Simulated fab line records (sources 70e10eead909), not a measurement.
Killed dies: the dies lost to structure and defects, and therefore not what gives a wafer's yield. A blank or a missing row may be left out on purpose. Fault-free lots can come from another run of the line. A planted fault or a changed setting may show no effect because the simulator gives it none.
Chamber matching | flow nand_harc | NHARC_A_WL_FILL_ALD_02 on ald_metal-02: 4 sister chambers
The step deposits TiN, target thk 2 nm, pulse time 3 s, ald cycles 100. 18 wafers are shown with their chamber, then 9 later ones without.

## EACH WAFER AND ITS CHAMBER
wafer  | chamber | heater_power_w (W) | precursor_pulse_height_rel
L075.1 | 1       | 1052               | 0.977
L075.3 | 3       | 1053               | 1.001
L075.4 | 0       | 998                | 1.016
L076.1 | 0       | 1019               | 1.012
L076.3 | 3       | 1054               | 0.974
L076.5 | 1       | 1069               | 1.007
L079.3 | 1       | 1082               | 1.013
L079.5 | 2       | 1212               | 1.002
L079.6 | 3       | 1041               | 1.021
L081.3 | 3       | 1028               | 1.011
L081.4 | 1       | 1075               | 1.006
L081.5 | 2       | 1215               | 0.999
L083.1 | 3       | 1038               | 0.971
L083.4 | 2       | 1192               | 1.037
L083.5 | 0       | 1038               | 1.006
L087.2 | 0       | 1034               | 1.015
L087.5 | 0       | 1000               | 1.014
L087.6 | 1       | 1073               | 0.997

SIGNATURES (averages over the wafers above)
reading                    | chamber 0 | chamber 1 | chamber 2 | chamber 3 | scatter within a chamber
heater_power_w             | 1017.80   | 1070.20   | 1206.33   | 1042.80   | 13.8
precursor_pulse_height_rel | 1.01260   | 1.00000   | 1.01267   | 0.99560   | 0.0163
Rule: for a wafer and a chamber, the distance is found by dividing, reading by reading, the gap between the wafer's reading and the chamber's mean by the reading's scatter, squaring, summing and taking the root. If the next closest chamber is less than 2 further off than the closest, the wafer can't be placed; otherwise it belongs to the closest. The scatter: take each reading less its chamber's mean, square it, sum over the shown wafers, divide by the number of wafers less the number of chambers, and take the root.

## WAFERS WITH NO CHAMBER GIVEN
wafer  | heater_power_w (W) | precursor_pulse_height_rel
L093.1 | 1082               | 1.001
L093.5 | 1233               | 1.016
L093.6 | 951                | 0.985
L096.2 | 1071               | 0.989
L096.3 | 951                | 1.002
L096.5 | 927                | 1.028
L095.3 | 1053               | 0.996
L095.5 | 942                | 1.003
L095.6 | 1262               | 0.987

## THE CHAMBER EACH PASSED THROUGH
wafer  | from the rows above     | in truth
L093.1 | 1                       | 1
L093.5 | 2                       | 2
L093.6 | can't be placed: 0 or 3 | 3
L096.2 | can't be placed: 1 or 3 | 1
L096.3 | can't be placed: 0 or 3 | 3
L096.5 | can't be placed: 0 or 3 | 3
L095.3 | can't be placed: 3 or 1 | 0
L095.5 | can't be placed: 0 or 3 | 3
L095.6 | 2                       | 2
Placed correctly: 3 of 9. Cannot be placed on the basis of these rows: 6; the candidates contain the true chamber in 5. 0 placed wrongly.
